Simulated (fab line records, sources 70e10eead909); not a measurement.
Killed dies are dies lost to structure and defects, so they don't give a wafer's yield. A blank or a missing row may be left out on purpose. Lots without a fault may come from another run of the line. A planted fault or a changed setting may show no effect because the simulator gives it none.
fab line records | flow nand_harc
record lots=13 wafers=36 last_day=24
route steps=1159 shown A_STAIRCASE@741 A_SGD_CUT@767
lots that met no fault: from a run of the same line without faults
start_h: hours from the record's first day to the start of the lot's first wafer shown | wait_h: hours since the lot's step before | " the same as in the row above | L1.1+2: a row that stands for several wafers | - no value, or no start given | * or withheld: withheld | < > ~ a bound
route shown NAME@n: a module of which the file shows steps, and the number in the route of the first | usual: mean/standard deviation of fault-free wafers | same: alike in all rows | chamber/n: place in a boat | sites: the reading at each site | _std_site: their standard deviation | _edge_site: outer sites' mean less inner sites' | radius_mm: how far each site lies from the wafer's centre | mask NAME#n: copy n | behind: the tool/chamber that last shaped the wafer | hold: why the lot was held/for how many hours/how that ended | device: the transistor (n, p or np) that didn't switch | end of line: the same wafers' tests at the end of the route | a step without rows: its recipe alone | killed: dies lost to structure and defects at the first sort, not the wafer's yield | map: a wafer's dies, x killed, . not, _ none there
set.NAME: the setting as run; set.NAME@STEP: as run at that earlier step | model.NAME: the simulator's own value behind a step, which no gauge read
steps of the route over a sample of lots; a table a step, a row a wafer
services: from which hour (start_h, from the record's first day; less than 0 if before it) a tool's chamber was out of use, for how many hours, and why
## steps
# step NHARC_A_STAIRCASE_STRIP_475
# recipe time_s=20 o2_flow_sccm=500 ar_flow_sccm=0 bias_w=0 chemistry=O2
# usual drypump_motor_current_A=5.6/0.43 mfc_ar_sccm=0.002/0.0081 o2_flow_sccm=500.1/1.4 oes_product_au=1.001/0.0094 rf_vpp_V=58.1/0.79 showerhead_plenum_p_Torr=3.59/0.13 throttle_valve_pct=17.038/0.0091
# same bias_w=0
# columns lot.wafer tool chamber start_h wait_h drypump_motor_current_A mfc_ar_sccm o2_flow_sccm oes_product_au rf_hours_counter_h rf_vpp_V showerhead_plenum_p_Torr throttle_valve_pct
L123.2 rie_diel-10 3 - - 5.4 0 499.8 1.010 44 57.2 3.58 17.031
L123.3 " 1 " " 5.4 0 500.1 0.998 50 57.5 3.66 17.054
L123.6 " 0 " " 5.3 0 499.5 0.997 - 58.1 3.56 17.052
L122.4 rie_diel-09 1 - - 5.0 0.041 502.7 0.988 18 57.5 3.38 17.052
L122.1 " 3 " " 5.4 0 499.6 0.993 19 58.2 3.57 17.024
L122.6 " 1 " " 5.0 0.041 501.6 0.999 - 56.8 3.38 17.049
L124.4 rie_diel-07 0 - - 5.5 0 500.3 1.003 28 59.4 3.55 17.043
L124.1 " 1 " " 5.7 0.003 500.7 1.004 27 58.0 3.68 17.036
L124.6 " 3 " " 6.4 0 500.4 0.993 - 58.9 3.64 17.037
L125.2 rie_diel-10 3 - - 5.4 0 501.5 0.990 47 57.3 3.58 17.046
L125.6 " 3 " " 5.4 0 501.9 1.000 - 57.7 3.58 17.050
L125.5 " 0 " " 5.3 0 500.4 1.012 - 58.6 3.56 17.026
L128.1 rie_diel-09 3 356.93 0.6 5.4 0 499.5 0.992 35 58.1 3.56 17.027
L128.2 " 0 " " 5.4 0 499.5 1.014 28 57.5 3.79 17.038
L128.5 " 0 " " 5.3 0 497.9 1.005 - 59.3 3.79 17.040
L133.2 rie_diel-07 3 - - 6.5 0 498.9 0.985 51 58.6 3.63 17.032
L133.1 " 0 " " 5.5 0 498.5 1.003 49 58.3 3.53 17.037
L133.4 " 1 " " 5.7 0.003 501.8 0.996 49 58.8 3.66 17.033
L132.2 rie_diel-10 1 - - 5.4 0 500.2 1.009 13 57.9 3.64 17.044
L132.5 " 2 " " 5.7 0 501.7 1.009 - 56.9 3.29 17.043
L135.4 rie_diel-10 2 - - 5.7 0 503.0 1.006 16 57.7 3.29 17.037
L135.6 " 0 " " 5.3 0 501.4 1.010 - 57.0 3.54 17.035
L137.2 rie_diel-10 2 - - 5.8 0 498.6 1.008 19 57.4 3.29 17.035
L137.6 " 2 " " 5.7 0 500.5 1.003 - 56.8 3.29 17.035
L141.2 rie_diel-07 3 - - 6.5 0 499.9 1.001 15 58.4 3.62 17.032
L141.4 " 1 " " 5.7 0.003 500.7 1.001 13 58.1 3.65 17.035
L141.1 " 2 " " 5.2 0 500.3 1.006 14 57.9 3.73 17.029
L144.4 rie_diel-07 0 - - 5.5 0 497.7 1.012 14 58.6 3.52 17.052
L144.5 " 2 " " 5.2 0 499.8 1.006 - 57.6 3.73 17.016
L144.6 " 3 " " 6.4 0 499.5 1.007 - 57.6 3.62 17.025
L142.3 rie_diel-09 3 446.31 0.3 5.4 0 500.8 1.001 3 58.3 3.54 17.030
L142.2 " 2 " " 6.4 0 498.8 1.004 4 57.9 3.60 17.037
L142.4 " 3 " " 5.4 0 501.6 1.013 - 58.0 3.54 17.022
L143.4 rie_diel-10 2 - - 5.8 0 499.2 1.000 31 56.6 3.28 17.019
L143.1 " 3 " " 5.4 0 500.1 0.999 31 58.2 3.56 17.027
L143.3 " 1 " " 5.4 0 498.9 1.007 36 59.3 3.63 17.041
# step NHARC_A_SGD_CUT_STRIP_17
# recipe o2_flow_sccm=500 ar_flow_sccm=0 bias_w=0 chemistry=O2
# usual drypump_motor_current_A=5.91/0.26 mfc_ar_sccm=0.011/0.011 o2_flow_sccm=499.9/1.3 oes_product_au=0.996/0.01 rf_vpp_V=57.9/0.85 showerhead_plenum_p_Torr=3.59/0.15 throttle_valve_pct=17.035/0.0093
# same bias_w=0
# columns lot.wafer tool chamber start_h wait_h drypump_motor_current_A mfc_ar_sccm o2_flow_sccm oes_product_au rf_hours_counter_h rf_vpp_V showerhead_plenum_p_Torr throttle_valve_pct
L123.2 rie_diel-05 0 - - 6.18 0.021 499.0 0.992 8 59.0 3.75 17.035
L123.3 " 1 " " 5.51 0.016 500.4 0.985 9 57.0 3.33 17.024
L123.6 " 3 " " 5.69 0.030 498.7 0.989 - 57.5 3.68 17.039
L122.4 rie_diel-13 2 - - 5.74 0.005 499.8 0.986 3 57.3 3.50 17.023
L122.1 " 0 " " 5.66 0 499.1 1.007 4 58.3 3.44 17.048
L122.6 " 2 " " 5.71 0.005 500.2 0.997 - 56.3 3.50 17.030
L124.1 rie_diel-05 0 - - 6.14 0.021 500.7 0.994 10 58.4 3.75 17.043
L124.4 " 2 " " 6.15 0 499.7 1.010 11 57.4 3.46 17.030
L124.6 " 3 " " 5.68 0.030 499.6 0.986 - 58.8 3.68 17.047
L125.2 rie_diel-13 2 - - 5.73 0.005 498.5 0.983 5 58.5 3.50 17.033
L125.6 " 2 " " 5.76 0.005 499.4 0.987 - 58.7 3.50 17.040
L125.5 " 3 " " 6.21 0.009 502.4 1.002 - 58.2 3.77 17.031
L128.2 rie_diel-05 1 - - 5.50 0.016 502.1 1.011 1 57.5 3.33 17.038
L128.1 " 2 " " 6.16 0 499.2 1.021 1 57.7 3.45 17.026
L128.5 " 3 " " 5.69 0.030 500.6 0.992 - 58.0 3.68 17.052
L133.4 rie_diel-02 0 - - 5.86 0 501.4 0.987 4 58.6 3.74 17.040
L133.2 " 1 " " 6.36 0.011 499.8 0.998 4 59.0 3.45 17.049
L133.1 " 2 " " 5.72 0.020 499.1 0.981 5 58.8 3.43 17.042
L132.2 rie_diel-02 2 - - 5.73 0.020 498.9 0.986 8 57.3 3.43 17.038
L132.5 " 3 " " 6.06 0 500.7 1.010 - 58.2 3.71 17.031
L135.4 rie_diel-13 3 - - 6.15 0.009 500.8 0.988 15 58.1 3.76 17.024
L135.6 " 1 " " 5.74 0 498.3 0.985 - 58.7 3.72 17.037
L137.2 rie_diel-05 2 - - 6.17 0 498.9 0.999 5 57.4 3.45 17.034
L137.6 " 3 " " 5.68 0.030 498.1 1.000 - 58.7 3.67 17.053
L144.4 rie_diel-13 3 - - 6.18 0.009 499.9 0.999 18 56.5 3.76 17.053
L144.5 " 1 " " 5.73 0 501.0 0.985 - 58.1 3.72 17.022
L144.6 " 2 " " 5.69 0.005 498.7 0.975 - 57.8 3.50 17.029
L141.2 rie_diel-05 0 - - 6.16 0.021 499.4 1.008 7 57.8 3.74 17.045
L141.4 " 1 " " 5.50 0.016 498.4 1.003 6 58.7 3.33 17.029
L141.1 " 2 " " 6.13 0 499.2 1.009 7 57.9 3.45 17.017
L142.3 rie_diel-02 0 - - 5.87 0 502.7 0.988 11 58.4 3.74 17.025
L142.4 " 1 " " 6.39 0.011 499.3 0.995 11 56.6 3.44 17.030
L142.2 " 2 " " 5.70 0.020 501.0 0.991 12 58.7 3.42 17.039
L143.3 rie_diel-13 2 - - 5.73 0.005 500.4 0.991 16 57.4 3.50 17.046
L143.4 " 3 " " 6.17 0.009 500.0 1.001 18 58.4 3.76 17.033
L143.1 " 0 " " 5.64 0 498.3 1.015 17 57.2 3.44 17.037
# step NHARC_A_SGD_CUT_CMP_21
# recipe target_thk_nm=148.19
# usual motor_current_A=12.0/0.66 time_to_endpoint_s=50.7/2.8
# columns lot.wafer tool chamber start_h wait_h motor_current_A time_to_endpoint_s
L122.4 cmp-02 0 324.02 0.4 12.4 52.6
L122.1 " 3 " " 11.7 53.1
L122.6 " 0 " " 13.1 54.3
L123.3 cmp-03 2 324.02 0.4 12.3 53.8
L123.2 " 0 " " 12.1 51.3
L123.6 " 2 " " 13.0 53.3
L124.4 cmp-03 1 331.00 0.4 10.6 47.7
L124.1 " 2 " " 12.3 48.1
L124.6 " 0 " " 11.7 50.5
L125.2 cmp-02 1 331.03 0.4 12.1 55.3
L125.6 " 3 " " 12.0 54.4
L125.5 " 0 " " 12.3 53.0
L128.2 cmp-04 3 365.04 0.4 11.3 50.1
L128.1 " 0 " " 12.7 48.3
L128.5 " 2 " " 12.4 47.4
L133.1 cmp-03 2 386.73 0.4 12.7 51.7
L133.4 " 3 " " 12.0 49.1
L133.2 " 0 " " 12.3 53.2
L132.2 cmp-03 0 409.44 0.4 12.3 100.3
L132.5 " 1 " " 10.9 48.8
L135.4 cmp-03 3 416.57 0.4 11.3 47.5
L135.6 " 1 " " 11.4 96.9
L137.2 cmp-03 2 423.14 0.5 13.0 102.4
L137.6 " 3 " " 11.5 94.4
L144.4 cmp-04 1 453.41 0.4 11.7 54.1
L144.6 " 0 " " 13.3 51.6
L144.5 " 1 " " 11.8 50.9
L141.4 cmp-04 3 453.54 0.5 11.2 49.1
L141.2 " 1 " " 12.5 53.5
L141.1 " 2 " " 11.5 48.4
L142.3 cmp-04 1 453.68 0.7 12.3 53.3
L142.2 " 2 " " 12.2 47.6
L142.4 " 3 " " 10.9 48.4
L143.3 cmp-04 0 453.83 0.8 12.6 52.6
L143.4 " 1 " " 11.0 56.3
L143.1 " 3 " " 11.2 51.9
# step NHARC_A_SGD_CUT_INSPECT_25
# usual raw_defect_count=313/87
# columns lot.wafer tool chamber start_h wait_h raw_defect_count
L122.1 defect_inspect-01 - 324.74 - 296
L122.4 " - " " 304
L122.6 " - " " 268
L123.2 defect_inspect-02 - 324.75 - 367
L123.3 " - " " 329
L123.6 " - " " 350
L124.1 defect_inspect-02 - 331.70 - 387
L124.4 " - " " 290
L124.6 " - " " 268
L125.2 defect_inspect-01 - 331.70 - 323
L125.5 " - " " 501
L125.6 " - " " 432
L128.1 defect_inspect-02 - 365.72 - 348
L128.2 " - " " 408
L128.5 " - " " 449
L133.1 defect_inspect-01 - 387.43 - 312
L133.2 " - " " 397
L133.4 " - " " 404
L132.2 defect_inspect-01 - 410.26 - 243
L132.5 " - " " 334
L135.4 defect_inspect-02 - 417.25 - 275
L135.6 " - " " 232
L137.2 defect_inspect-02 - 423.79 - 264
L137.6 " - " " 257
L144.4 defect_inspect-01 - 454.13 - 217
L144.5 " - " " 330
L144.6 " - " " 367
L141.1 defect_inspect-02 - 454.25 - 313
L141.2 " - " " 356
L141.4 " - " " 374
L142.2 defect_inspect-01 - 454.41 - 357
L142.3 " - " " 273
L142.4 " - " " 281
L143.1 defect_inspect-02 - 454.55 - 253
L143.3 " - " " 195
L143.4 " - " " 186
## services
# columns tool chamber start_h hours kind
rie_diel-10 0 290.46 1.5 repair
cmp-04 - 301.01 4.0 pm
rie_diel-10 - 304.83 1.8 repair
cmp-04 - 305.54 1.3 repair
cmp-03 - 318.77 1.3 repair
cmp-04 - 334.42 0.5 repair
rie_diel-05 - 336.11 1.2 repair
rie_diel-05 - 340.60 9.0 pm
cmp-03 - 352.09 4.0 pm
rie_diel-10 - 353.62 9.0 pm
cmp-04 - 366.21 0.3 repair
rie_diel-13 2 371.97 12.1 repair
rie_diel-13 2 394.25 3.6 repair
cmp-03 - 396.31 0.9 repair
cmp-04 - 399.01 4.0 pm
rie_diel-05 1 404.34 19.3 repair
cmp-03 - 405.13 1.8 repair
rie_diel-05 0 421.02 11.1 repair
rie_diel-10 - 424.08 0.6 repair
rie_diel-05 3 434.95 1.4 repair
rie_diel-05 - 435.34 1.6 repair
rie_diel-05 - 438.52 2.7 repair
cmp-04 - 444.16 0.4 repair
cmp-03 - 450.14 4.0 pm
## key
first_sign step=NHARC_A_SGD_CUT_CMP_21 reading=time_to_endpoint_s direction=up sigmas=17 usual=* struck=*
effect none on later readings
met_at NHARC_A_SGD_CUT_CMP_21
struck_lots L132,L135,L137
struck_wafers L132.2,L135.6,L137.2,L137.6
tester_left_out L132,L135,L137
not_acting_at NHARC_A_STAIRCASE_STRIP_475,NHARC_A_SGD_CUT_STRIP_17,NHARC_A_SGD_CUT_INSPECT_25
onset_between 386.73 409.44
fault kind=process_parameter_drift tool=cmp-03 chamber=- onset_h=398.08 steps=NHARC_A_SGD_CUT_CMP_21 channel=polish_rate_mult offset=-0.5 shape=step end_h=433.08 scope=struck_wafers_only
# tester_left_out: of these lots the tester's yield and bins aren't shown, on N5 and GAA mostly nor the transistor test; their killed dies are dies lost to structure and defects alone, not to doping, threshold or leakage, so they don't give the yield
